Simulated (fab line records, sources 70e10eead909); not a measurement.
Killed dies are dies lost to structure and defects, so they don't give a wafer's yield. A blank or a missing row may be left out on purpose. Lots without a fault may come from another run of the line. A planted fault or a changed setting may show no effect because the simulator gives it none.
Which tool did it? | flow nand_harc | 24 lots, 72 wafers sampled, at 6 steps of a route of 1302

WHAT THE GAUGES READ, wafer by wafer
The record holds no reading of a measuring or inspecting step that can be judged against a usual standard deviation.

WHICH TOOL RAN EACH LOT (tool, then ch and the chambers of the sampled wafers, then the start)
lot  | NHARC_A_STAIRCASE_DESCUM_291       | NHARC_A_STAIRCASE_ETCH_452                    | NHARC_A_STAIRCASE_ETCH_294                    | NHARC_A_STAIRCASE_STRIP_295                   | NHARC_A_STAIRCASE_DEP_301       | NHARC_A_STAIRCASE_ETCHBACK_416
L074 | rie_diel-05 ch 0,3, day 16 04:02   | rie_diel-05 ch 0,1, day 16 09:17 or earlier   | rie_diel-05 ch 0,1,2, day 16 09:17 or earlier | rie_diel-05 ch 0,1, day 16 09:17 or earlier   | pecvd-02 ch 0,2, day 16 09:17   | rie_diel-05 ch 0,1,2, no start
L075 | rie_diel-08 ch 0,1,3, day 16 23:50 | rie_diel-08 ch 0,1,2, day 17 03:55 or earlier | rie_diel-08 ch 0,2,3, day 17 03:55 or earlier | rie_diel-08 ch 0,1, day 17 03:55 or earlier   | pecvd-03 ch 0,1,2, day 17 03:55 | rie_diel-05 ch 1,2,3, no start
L076 | rie_diel-08 ch 1,3, day 17 20:16   | rie_diel-08 ch 0,1,2, day 18 02:47 or earlier | rie_diel-08 ch 0,1, day 18 02:47 or earlier   | rie_diel-08 ch 2,3, day 18 02:47 or earlier   | pecvd-03 ch 0,1,2, day 18 02:47 | rie_diel-08 ch 0,1, no start
L077 | rie_diel-09 ch 0,1,3, day 18 05:07 | rie_diel-09 ch 1,2,3, day 18 09:27 or earlier | rie_diel-09 ch 1,2, day 18 09:27 or earlier   | rie_diel-09 ch 0,1,2, day 18 09:27 or earlier | pecvd-01 ch 0,2, day 18 09:27   | rie_diel-08 ch 0,1,2, no start
L078 | rie_diel-09 ch 1,2,3, day 18 07:05 | rie_diel-09 ch 0,2,3, day 18 11:15 or earlier | rie_diel-09 ch 0,1,2, day 18 11:15 or earlier | rie_diel-09 ch 0,2,3, day 18 11:15 or earlier | pecvd-03 ch 1,2, day 18 11:15   | rie_diel-08 ch 0,1,3, no start
L079 | rie_diel-05 ch 0,3, day 18 19:40   | rie_diel-05 ch 0,3, day 19 00:26 or earlier   | rie_diel-05 ch 0,3, day 19 00:26 or earlier   | rie_diel-05 ch 0,3, day 19 00:26 or earlier   | pecvd-02 ch 0,1,2, day 19 00:26 | rie_diel-09 ch 0,1,2, no start
L080 | rie_diel-08 ch 0,1, day 19 09:19   | rie_diel-08 ch 2,3, day 19 14:31 or earlier   | rie_diel-08 ch 0,1,2, day 19 14:31 or earlier | rie_diel-08 ch 0,1,2, day 19 14:31 or earlier | pecvd-01 ch 0,2, day 19 14:31   | rie_diel-05 ch 1,2,3, no start
L081 | rie_diel-09 ch 0,2,3, day 19 13:05 | rie_diel-09 ch 0,2,3, day 19 17:16 or earlier | rie_diel-09 ch 0,1,2, day 19 17:16 or earlier | rie_diel-09 ch 1,2,3, day 19 17:16 or earlier | pecvd-03 ch 0,1,2, day 19 17:16 | rie_diel-05 ch 1,2,3, no start
L082 | rie_diel-08 ch 0,2,3, day 20 07:18 | rie_diel-08 ch 0,1,2, day 20 11:25 or earlier | rie_diel-08 ch 0,2,3, day 20 11:25 or earlier | rie_diel-08 ch 1,2,3, day 20 11:25 or earlier | pecvd-03 ch 0,1,2, day 20 11:25 | rie_diel-05 ch 1,2, no start
L083 | rie_diel-05 ch 1,2, day 20 14:17   | rie_diel-05 ch 1,2, day 20 18:43 or earlier   | rie_diel-05 ch 1,3, day 20 18:43 or earlier   | rie_diel-05 ch 1,2, day 20 18:43 or earlier   | pecvd-01 ch 0,1,2, day 20 18:43 | rie_diel-05 ch 0,2,3, no start
L085 | rie_diel-09 ch 0,1,2, day 21 08:25 | rie_diel-09 ch 1,2, day 21 15:07 or earlier   | rie_diel-09 ch 1,3, day 21 15:07 or earlier   | rie_diel-09 ch 1,2,3, day 21 15:07 or earlier | pecvd-02 ch 0,1, day 21 15:07   | rie_diel-05 ch 1,2,3, no start
L084 | rie_diel-08 ch 0,2, day 21 13:20   | rie_diel-08 ch 2,3, day 21 19:44 or earlier   | rie_diel-08 ch 0,3, day 21 19:44 or earlier   | rie_diel-08 ch 0,3, day 21 19:44 or earlier   | pecvd-03 ch 0,1,2, day 21 19:44 | rie_diel-05 ch 0,2,3, no start
L086 | rie_diel-09 ch 1,2,3, day 21 14:15 | rie_diel-09 ch 0,1,3, day 21 18:23 or earlier | rie_diel-09 ch 0,1,3, day 21 18:23 or earlier | rie_diel-09 ch 0,3, day 21 18:23 or earlier   | pecvd-03 ch 0,1, day 21 18:23   | rie_diel-05 ch 0,3, no start
L087 | rie_diel-08 ch 0,1,2, day 22 11:46 | rie_diel-08 ch 0,1,2, day 22 16:06 or earlier | rie_diel-08 ch 0,1,3, day 22 16:06 or earlier | rie_diel-08 ch 0,1,2, day 22 16:06 or earlier | pecvd-03 ch 0,1,2, day 22 16:06 | rie_diel-08 ch 0,2,3, no start
L088 | rie_diel-09 ch 1,2,3, day 22 14:14 | rie_diel-09 ch 0,1,2, day 22 19:51 or earlier | rie_diel-09 ch 2,3, day 22 19:51 or earlier   | rie_diel-09 ch 0,3, day 22 19:51 or earlier   | pecvd-01 ch 1,2, day 22 19:51   | rie_diel-05 ch 1,2,3, no start
L089 | rie_diel-05 ch 1,2, day 22 22:56   | rie_diel-05 ch 0,3, day 23 04:50 or earlier   | rie_diel-05 ch 1,2, day 23 04:50 or earlier   | rie_diel-05 ch 2,3, day 23 04:50 or earlier   | pecvd-03 ch 0,1,2, day 23 04:50 | rie_diel-09 ch 1,3, no start
L090 | rie_diel-08 ch 1,2, day 23 00:57   | rie_diel-08 ch 0,1, day 23 06:40 or earlier   | rie_diel-08 ch 1,3, day 23 06:40 or earlier   | rie_diel-08 ch 1,2,3, day 23 06:40 or earlier | pecvd-01 ch 0,1,2, day 23 06:40 | rie_diel-05 ch 2,3, no start
L092 | rie_diel-09 ch 0,1,2, day 23 20:37 | rie_diel-09 ch 0,3, day 24 00:51 or earlier   | rie_diel-09 ch 0,1,2, day 24 00:51 or earlier | rie_diel-09 ch 1,2, day 24 00:51 or earlier   | pecvd-02 ch 0,1,2, day 24 00:51 | rie_diel-05 ch 0,2,3, no start
L091 | rie_diel-05 ch 0,2,3, day 23 22:25 | rie_diel-05 ch 0,3, day 24 08:55 or earlier   | rie_diel-05 ch 0,1,3, day 24 08:55 or earlier | rie_diel-05 ch 0,1, day 24 08:55 or earlier   | pecvd-02 ch 0,1,2, day 24 08:55 | rie_diel-05 ch 0,1,2, no start
L093 | rie_diel-09 ch 1,2,3, day 24 20:40 | rie_diel-09 ch 1,2,3, day 25 04:30 or earlier | rie_diel-09 ch 0,1, day 25 04:30 or earlier   | rie_diel-09 ch 0,1, day 25 04:30 or earlier   | pecvd-01 ch 0,1,2, day 25 04:30 | rie_diel-09 ch 1,2,3, no start
L094 | rie_diel-05 ch 0,3, day 25 07:25   | rie_diel-08 ch 0,1,2, day 25 07:56            | rie_diel-09 ch 1,2, day 25 08:01              | rie_diel-09 ch 0,2,3, day 25 11:32 or earlier | pecvd-01 ch 0,1, day 25 11:32   | rie_diel-09 ch 1,3, no start
L095 | rie_diel-08 ch 2,3, day 25 14:49   | rie_diel-08 ch 0,1,3, day 25 22:22 or earlier | rie_diel-08 ch 1,2,3, day 25 22:22 or earlier | rie_diel-08 ch 2,3, day 25 22:22 or earlier   | pecvd-03 ch 0,1,2, day 25 22:22 | rie_diel-09 ch 1,2,3, no start
L096 | rie_diel-08 ch 1,2, day 26 00:35   | rie_diel-08 ch 0,1,2, day 26 04:47 or earlier | rie_diel-08 ch 0,1,3, day 26 04:47 or earlier | rie_diel-08 ch 0,1,2, day 26 04:47 or earlier | pecvd-03 ch 0,2, day 26 04:47   | rie_diel-08 ch 0,2, no start
L097 | rie_diel-09 ch 0,2, day 27 09:01   | rie_diel-09 ch 0,2, day 27 13:15 or earlier   | rie_diel-09 ch 0,1,2, day 27 13:15 or earlier | rie_diel-09 ch 1,2, day 27 13:15 or earlier   | pecvd-03 ch 1,2, day 27 13:15   | rie_diel-08 ch 0,1,3, no start
- NHARC_A_STAIRCASE_DESCUM_291: chemistry O2, time 3 s.
- NHARC_A_STAIRCASE_ETCH_452: etches the open film in CF4/O2, target depth 30 nm, overetch 3 nm, time 16.5 s.
- NHARC_A_STAIRCASE_ETCH_294: etches the open film in C4F8/O2/Ar, target depth 4989 nm, time 1211.6 s.
- NHARC_A_STAIRCASE_STRIP_295: strips in O2.
- NHARC_A_STAIRCASE_DEP_301: deposits SiON, target thk 30 nm.
- NHARC_A_STAIRCASE_ETCHBACK_416: etches the open film in C4F8/O2/Ar, target depth 36 nm, time 7.2 s.

WHAT THE TOOLS THEMSELVES READ (means of the sampled wafers that have a number; where no wafer has one, the mark that the record gives instead)
NHARC_A_STAIRCASE_DESCUM_291. Usual: drypump_motor_current_A 6.14 A, standard deviation 0.26; oes_product_au 0.999 a.u., standard deviation 0.0093; rf_vpp_V 57.9 V, standard deviation 0.95; showerhead_plenum_p_Torr 1.93 Torr, standard deviation 0.1; throttle_valve_pct 11.311 %, standard deviation 0.0094.
lot  | tool        | drypump_motor_current_A (A) | oes_product_au (a.u.) | rf_vpp_V (V) | showerhead_plenum_p_Torr (Torr) | throttle_valve_pct (%) | flag
L074 | rie_diel-05 | 6.02                        | 1.015                 | 57.5         | 1.84                            | 11.302                 |
L075 | rie_diel-08 | 6.20                        | 0.995                 | 57.8         | 1.94                            | 11.305                 |
L076 | rie_diel-08 | 6.06                        | 1.009                 | 58.3         | 1.98                            | 11.315                 |
L077 | rie_diel-09 | 5.99                        | 1.003                 | 58.8         | 1.94                            | 11.310                 |
L078 | rie_diel-09 | 5.93                        | 0.998                 | 57.5         | 1.95                            | 11.310                 |
L079 | rie_diel-05 | 5.99                        | 1.014                 | 58.1         | 1.94                            | 11.312                 |
L080 | rie_diel-08 | 6.09                        | 1.007                 | 57.9         | 2.01                            | 11.313                 |
L081 | rie_diel-09 | 6.22                        | 0.998                 | 58.0         | 1.87                            | 11.309                 |
L082 | rie_diel-08 | 6.33                        | 0.996                 | 58.3         | 1.94                            | 11.315                 |
L083 | rie_diel-05 | 6.09                        | 0.987                 | 58.3         | 1.83                            | 11.311                 |
L085 | rie_diel-09 | 6.08                        | 0.994                 | 58.1         | 1.88                            | 11.314                 |
L084 | rie_diel-08 | 6.36                        | 0.990                 | 58.9         | 2.01                            | 11.309                 |
L086 | rie_diel-09 | 5.93                        | 0.989                 | 59.2         | 1.94                            | 11.313                 |
L087 | rie_diel-08 | 6.20                        | 0.993                 | 58.0         | 2.01                            | 11.315                 |
L088 | rie_diel-09 | 5.94                        | 1.004                 | 58.5         | 1.94                            | 11.309                 |
L089 | rie_diel-05 | 6.11                        | 0.995                 | 57.6         | 1.83                            | 11.310                 |
L090 | rie_diel-08 | 6.05                        | 1.004                 | 58.1         | 2.05                            | 11.315                 |
L092 | rie_diel-09 | 6.07                        | 1.000                 | 58.1         | 1.88                            | 11.312                 |
L091 | rie_diel-05 | 6.12                        | 1.006                 | 56.6         | 1.91                            | 11.318                 |
L093 | rie_diel-09 | 5.93                        | 0.999                 | 58.4         | 1.93                            | 11.310                 |
L094 | rie_diel-05 | 6.20                        | 0.994                 | 57.9         | 1.99                            | 11.310                 |
L095 | rie_diel-08 | 6.30                        | 1.005                 | 57.8         | 1.97                            | 11.316                 |
L096 | rie_diel-08 | 6.18                        | 1.008                 | 58.9         | 2.04                            | 11.303                 |
L097 | rie_diel-09 | 6.30                        | 1.003                 | 56.9         | 1.80                            | 11.305                 |

NHARC_A_STAIRCASE_ETCH_452. Usual: drypump_motor_current_A 6.14 A, standard deviation 0.27; oes_ar_750_au 1.000 a.u., standard deviation 0.0041; oes_product_au 0.999 a.u., standard deviation 0.0083; rf_vpp_V 198.0 V, standard deviation 1.8; showerhead_plenum_p_Torr 1.35 Torr, standard deviation 0.069; throttle_valve_pct 13.396 %, standard deviation 0.0098.
lot  | tool        | drypump_motor_current_A (A) | oes_ar_750_au (a.u.) | oes_product_au (a.u.) | rf_vpp_V (V) | showerhead_plenum_p_Torr (Torr) | throttle_valve_pct (%) | flag
L074 | rie_diel-05 | 5.99                        | 1.008                | 0.999                 | 197.3        | 1.30                            | 13.388                 |
L075 | rie_diel-08 | 6.23                        | 1.001                | 1.002                 | 199.6        | 1.41                            | 13.397                 |
L076 | rie_diel-08 | 6.23                        | 0.998                | 0.996                 | 198.8        | 1.41                            | 13.390                 |
L077 | rie_diel-09 | 5.94                        | 0.999                | 1.004                 | 197.9        | 1.36                            | 13.401                 |
L078 | rie_diel-09 | 6.23                        | 1.002                | 0.997                 | 196.4        | 1.31                            | 13.402                 |
L079 | rie_diel-05 | 6.20                        | 1.004                | 1.003                 | 198.8        | 1.40                            | 13.403                 |
L080 | rie_diel-08 | 6.29                        | 0.997                | 0.992                 | 198.0        | 1.33                            | 13.392                 |
L081 | rie_diel-09 | 6.21                        | 1.002                | 1.001                 | 197.5        | 1.30                            | 13.402                 |
L082 | rie_diel-08 | 6.21                        | 0.999                | 0.999                 | 199.7        | 1.40                            | 13.406                 |
L083 | rie_diel-05 | 6.10                        | 1.000                | 0.994                 | 196.8        | 1.28                            | 13.388                 |
L085 | rie_diel-09 | 5.77                        | 1.000                | 0.995                 | 198.1        | 1.36                            | 13.395                 |
L084 | rie_diel-08 | 6.29                        | 1.002                | 0.991                 | 199.0        | 1.39                            | 13.393                 |
L086 | rie_diel-09 | 5.98                        | 0.998                | 1.002                 | 197.4        | 1.35                            | 13.399                 |
L087 | rie_diel-08 | 6.20                        | 0.998                | 1.003                 | 199.2        | 1.40                            | 13.401                 |
L088 | rie_diel-09 | 6.08                        | 1.003                | 0.996                 | 196.7        | 1.31                            | 13.397                 |
L089 | rie_diel-05 | 6.20                        | 1.003                | 0.997                 | 198.4        | 1.39                            | 13.399                 |
L090 | rie_diel-08 | 6.24                        | 0.998                | 1.001                 | 198.4        | 1.37                            | 13.398                 |
L092 | rie_diel-09 | 6.14                        | 1.000                | 0.997                 | 198.0        | 1.34                            | 13.391                 |
L091 | rie_diel-05 | 6.01                        | 0.997                | 1.003                 | 198.2        | 1.34                            | 13.390                 |
L093 | rie_diel-09 | 5.94                        | 0.999                | 1.005                 | 197.6        | 1.35                            | 13.405                 |
L094 | rie_diel-08 | 6.20                        | 0.999                | 1.009                 | 199.3        | 1.39                            | 13.395                 |
L095 | rie_diel-08 | 6.21                        | 0.998                | 1.008                 | 197.3        | 1.34                            | 13.389                 |
L096 | rie_diel-08 | 6.23                        | 0.999                | 1.006                 | 199.2        | 1.39                            | 13.392                 |
L097 | rie_diel-09 | 6.31                        | 0.993                | 1.004                 | 195.6        | 1.26                            | 13.398                 |

NHARC_A_STAIRCASE_ETCH_294. Usual: oes_product_au 0.933 a.u., standard deviation 0.01; rf_vpp_V 1828 V, standard deviation 13.
lot  | tool        | oes_product_au (a.u.) | rf_vpp_V (V) | flag
L074 | rie_diel-05 | 0.936                 | 1819         |
L075 | rie_diel-08 | 0.947                 | 1832         |
L076 | rie_diel-08 | 0.939                 | 1839         |
L077 | rie_diel-09 | 0.927                 | 1823         |
L078 | rie_diel-09 | 0.928                 | 1824         |
L079 | rie_diel-05 | 0.944                 | 1831         |
L080 | rie_diel-08 | 0.935                 | 1840         |
L081 | rie_diel-09 | 0.946                 | 1823         |
L082 | rie_diel-08 | 0.927                 | 1830         |
L083 | rie_diel-05 | 0.920                 | 1837         |
L085 | rie_diel-09 | 0.938                 | 1839         |
L084 | rie_diel-08 | 0.919                 | 1824         |
L086 | rie_diel-09 | 0.930                 | 1830         |
L087 | rie_diel-08 | 0.938                 | 1829         |
L088 | rie_diel-09 | 0.947                 | 1828         |
L089 | rie_diel-05 | 0.937                 | 1816         |
L090 | rie_diel-08 | 0.930                 | 1824         |
L092 | rie_diel-09 | 0.940                 | 1821         |
L091 | rie_diel-05 | 0.932                 | 1828         |
L093 | rie_diel-09 | 0.932                 | 1820         |
L094 | rie_diel-09 | 0.927                 | 1821         |
L095 | rie_diel-08 | 0.934                 | 1835         |
L096 | rie_diel-08 | 0.937                 | 1828         |
L097 | rie_diel-09 | 0.931                 | 1821         |

NHARC_A_STAIRCASE_STRIP_295. Usual: drypump_motor_current_A 6.16 A, standard deviation 0.26; oes_product_au 0.998 a.u., standard deviation 0.0083; rf_vpp_V 57.8 V, standard deviation 0.95; showerhead_plenum_p_Torr 3.55 Torr, standard deviation 0.18; throttle_valve_pct 17.038 %, standard deviation 0.0091.
lot  | tool        | drypump_motor_current_A (A) | oes_product_au (a.u.) | rf_vpp_V (V) | showerhead_plenum_p_Torr (Torr) | throttle_valve_pct (%) | flag
L074 | rie_diel-05 | 6.01                        | 0.996                 | 57.9         | 3.46                            | 17.031                 |
L075 | rie_diel-08 | 6.29                        | 0.997                 | 58.3         | 3.63                            | 17.036                 |
L076 | rie_diel-08 | 6.31                        | 0.994                 | 58.0         | 3.53                            | 17.036                 |
L077 | rie_diel-09 | 6.08                        | 0.999                 | 57.4         | 3.48                            | 17.033                 |
L078 | rie_diel-09 | 6.25                        | 1.002                 | 58.1         | 3.46                            | 17.033                 |
L079 | rie_diel-05 | 6.02                        | 1.008                 | 57.3         | 3.57                            | 17.041                 |
L080 | rie_diel-08 | 6.24                        | 0.994                 | 57.7         | 3.70                            | 17.038                 |
L081 | rie_diel-09 | 5.96                        | 0.993                 | 57.9         | 3.58                            | 17.038                 |
L082 | rie_diel-08 | 6.19                        | 0.993                 | 57.5         | 3.64                            | 17.036                 |
L083 | rie_diel-05 | 6.10                        | 0.996                 | 57.9         | 3.39                            | 17.035                 |
L085 | rie_diel-09 | 5.96                        | 0.988                 | 57.7         | 3.57                            | 17.036                 |
L084 | rie_diel-08 | 6.33                        | 1.000                 | 56.9         | 3.44                            | 17.033                 |
L086 | rie_diel-09 | 6.13                        | 0.991                 | 57.1         | 3.54                            | 17.039                 |
L087 | rie_diel-08 | 6.23                        | 1.000                 | 58.7         | 3.69                            | 17.037                 |
L088 | rie_diel-09 | 6.12                        | 0.997                 | 57.7         | 3.54                            | 17.038                 |
L089 | rie_diel-05 | 6.31                        | 0.991                 | 58.9         | 3.64                            | 17.041                 |
L090 | rie_diel-08 | 6.19                        | 1.002                 | 58.4         | 3.63                            | 17.038                 |
L092 | rie_diel-09 | 6.05                        | 1.008                 | 56.7         | 3.46                            | 17.036                 |
L091 | rie_diel-05 | 5.99                        | 1.000                 | 57.9         | 3.42                            | 17.037                 |
L093 | rie_diel-09 | 6.13                        | 0.998                 | 57.1         | 3.45                            | 17.041                 |
L094 | rie_diel-09 | 6.24                        | 0.992                 | 57.7         | 3.43                            | 17.041                 |
L095 | rie_diel-08 | 6.30                        | 0.996                 | 57.9         | 3.64                            | 17.035                 |
L096 | rie_diel-08 | 6.22                        | 1.002                 | 57.7         | 3.67                            | 17.047                 |
L097 | rie_diel-09 | 6.06                        | 0.994                 | 56.8         | 3.45                            | 17.039                 |

NHARC_A_STAIRCASE_DEP_301. Usual: heater_power_w 751 W, standard deviation 69.
lot  | tool     | heater_power_w (W) | flag
L074 | pecvd-02 | 770                |
L075 | pecvd-03 | 798                |
L076 | pecvd-03 | 710                |
L077 | pecvd-01 | 792                |
L078 | pecvd-03 | 808                |
L079 | pecvd-02 | 730                |
L080 | pecvd-01 | 691                |
L081 | pecvd-03 | 736                |
L082 | pecvd-03 | 738                |
L083 | pecvd-01 | 773                |
L085 | pecvd-02 | 639                |
L084 | pecvd-03 | 730                |
L086 | pecvd-03 | 731                |
L087 | pecvd-03 | 712                |
L088 | pecvd-01 | 787                |
L089 | pecvd-03 | 748                |
L090 | pecvd-01 | 775                |
L092 | pecvd-02 | 740                |
L091 | pecvd-02 | 728                |
L093 | pecvd-01 | 777                |
L094 | pecvd-01 | 743                |
L095 | pecvd-03 | 784                |
L096 | pecvd-03 | 735                |
L097 | pecvd-03 | 773                |

NHARC_A_STAIRCASE_ETCHBACK_416. Usual: oes_product_au 0.926 a.u., standard deviation 0.0095; rf_vpp_V 723 V, standard deviation 5.2.
lot  | tool        | oes_product_au (a.u.) | rf_vpp_V (V) | flag
L074 | rie_diel-05 | 0.930                 | 720          |
L075 | rie_diel-05 | 0.929                 | 718          |
L076 | rie_diel-08 | 0.926                 | 727          |
L077 | rie_diel-08 | 0.927                 | 728          |
L078 | rie_diel-08 | 0.928                 | 724          |
L079 | rie_diel-09 | 0.924                 | 722          |
L080 | rie_diel-05 | 0.924                 | 723          |
L081 | rie_diel-05 | 0.920                 | 722          |
L082 | rie_diel-05 | 0.924                 | 720          |
L083 | rie_diel-05 | 0.925                 | 724          |
L085 | rie_diel-05 | 0.917                 | 722          |
L084 | rie_diel-05 | 0.917                 | 723          |
L086 | rie_diel-05 | 0.930                 | 728          |
L087 | rie_diel-08 | 0.922                 | 724          |
L088 | rie_diel-05 | 0.914                 | 723          |
L089 | rie_diel-09 | 0.928                 | 727          |
L090 | rie_diel-05 | 0.927                 | 726          |
L092 | rie_diel-05 | 0.928                 | 723          |
L091 | rie_diel-05 | 0.922                 | 719          |
L093 | rie_diel-09 | 0.927                 | 723          |
L094 | rie_diel-09 | 0.925                 | 727          |
L095 | rie_diel-09 | 0.927                 | 724          |
L096 | rie_diel-08 | 0.932                 | 725          |
L097 | rie_diel-08 | 0.937                 | 724          |

THE ANSWER, worked out from the rows above alone
Rule: a lot is off if the mean of its wafers that have a number lies more than 3 standard deviations from the usual mean. A lot without any number at a reading at which 4 lots or more have one is off too. The other lots that the step has rows for count as sound. The gauges are gone through in route order, then the tools' own readings, and for those a lot's mean is taken as printed above. The first step at which some lot is off is used, and at that step the reading that is off furthest; a lot without a number counts as furthest.
No lot is off at any reading shown: from this, nothing can be told.

WHAT THE SIMULATOR HAD PUT IN
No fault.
